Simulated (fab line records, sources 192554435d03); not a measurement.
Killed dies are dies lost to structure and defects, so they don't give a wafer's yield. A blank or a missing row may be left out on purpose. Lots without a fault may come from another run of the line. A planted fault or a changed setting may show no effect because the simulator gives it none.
Chamber matching | flow n5_finfet | N5_DUMMY_GATE_ETCH_36 on rie_diel-04: 4 sister chambers
The step etches SiARC in CF4, target depth 13 nm. 8 wafers are shown with their chamber, then 8 later ones without.

WAFERS WITH THEIR CHAMBER
wafer  | chamber | drypump_motor_current_A (A) | showerhead_plenum_p_Torr (Torr)
L076.5 | 2       | 5.61                        | 2.04
L079.1 | 2       | 5.62                        | 2.04
L079.4 | 3       | 6.18                        | 2.15
L086.6 | 0       | 5.50                        | 2.06
L087.1 | 3       | 6.21                        | 2.14
L087.2 | 1       | 6.00                        | 2.09
L087.5 | 1       | 6.03                        | 2.09
L093.1 | 0       | 5.55                        | 2.06

WAFERS WITHOUT THEIR CHAMBER
wafer  | drypump_motor_current_A (A) | showerhead_plenum_p_Torr (Torr)
L093.3 | 6.19                        | 2.14
L093.4 | 6.03                        | 2.08
L094.2 | 6.21                        | 2.14
L094.3 | 5.97                        | 2.08
L094.6 | 6.00                        | 2.08
L095.1 | 6.23                        | 2.14
L095.2 | 6.03                        | 2.08
L095.3 | 5.54                        | 2.06

WHICH CHAMBER EACH WENT THROUGH
wafer  | from the rows above | in truth
L093.3 | 3                   | 3
L093.4 | 1                   | 1
L094.2 | 3                   | 3
L094.3 | 1                   | 1
L094.6 | 1                   | 1
L095.1 | 3                   | 3
L095.2 | 1                   | 1
L095.3 | 0                   | 0
Placed correctly: 8 of 8. Can't be placed from these rows: 0. Placed wrongly: 0.
How it was worked out, from the rows above alone: a wafer's distance from a chamber is the root of the sum, over the readings, of the square of ((its reading less the chamber's mean) divided by the reading's scatter). The wafer belongs to the nearest chamber; if the next one is less than 2 further off, it can't be placed. A chamber's mean is the mean of its shown wafers. The scatter: the root of (the sum of the squares of (reading less its chamber's mean) over the shown wafers, divided by (wafers less chambers)).
